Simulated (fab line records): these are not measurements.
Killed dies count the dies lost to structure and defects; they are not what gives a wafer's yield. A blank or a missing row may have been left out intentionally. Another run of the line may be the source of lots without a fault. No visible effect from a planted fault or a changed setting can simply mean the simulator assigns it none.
Which tool was responsible? | flow n5-finfet | 12 lots, 36 wafers sampled, at 1 step of a route of 1938

## WHAT THE GAUGES READ, wafer by wafer
N5_BEOL_M9_RS_MEAS_57: uses a four-point probe to measure.
lot  | measured     | on            | M9_RS (ohm/sq)
L076 | day 9 18:43  | film-metro-02 | 0.150 0.149 0.149
L078 | day 10 21:56 | film-metro-01 | 0.155 0.146 0.151
L079 | day 11 07:38 | film-metro-01 | 0.147 0.150 0.150
L083 | day 12 00:25 | film-metro-01 | 0.157 0.156 0.155
L082 | day 12 05:12 | film-metro-01 | 0.155 0.152 0.156
L084 | day 12 18:11 | film-metro-01 | 0.150 0.151 0.153
L088 | day 13 07:14 | film-metro-02 | 0.159 0.143 0.148
L090 | day 13 19:47 | film-metro-01 | 0.146 0.146 0.153
L089 | day 13 23:44 | film-metro-02 | 0.145 0.151 0.145
L095 | day 14 21:05 | film-metro-02 | 0.154 0.144 0.153
L093 | day 15 00:53 | film-metro-01 | 0.156 0.153 0.157
L096 | day 15 17:28 | film-metro-02 | 0.153 0.152 0.150

## WHICH TOOL RAN EACH LOT (tool, then ch and the chambers of the sampled wafers, then the start)
Before these readings, the record contains no process step.

## THE ANSWER, worked out from the rows above alone
Rule: usual is defined by the lots themselves. The widest of any qualifying gaps counts: lots, ordered by their means at a reading, are off when they make up no more than a third of the lots, leave a main group of 4 or more, and stand apart from it by 3 or more times the standard deviation of that group's means. Not used: any main group whose means are identical at the precision the tables above print for the reading. A lot without any number at a reading at which 4 lots or more have one is off too. All remaining lots with rows at the step are treated as sound.
No lot is off on any of the readings shown, so nothing can be concluded from this.

## WHAT THE SIMULATOR HAD PUT IN
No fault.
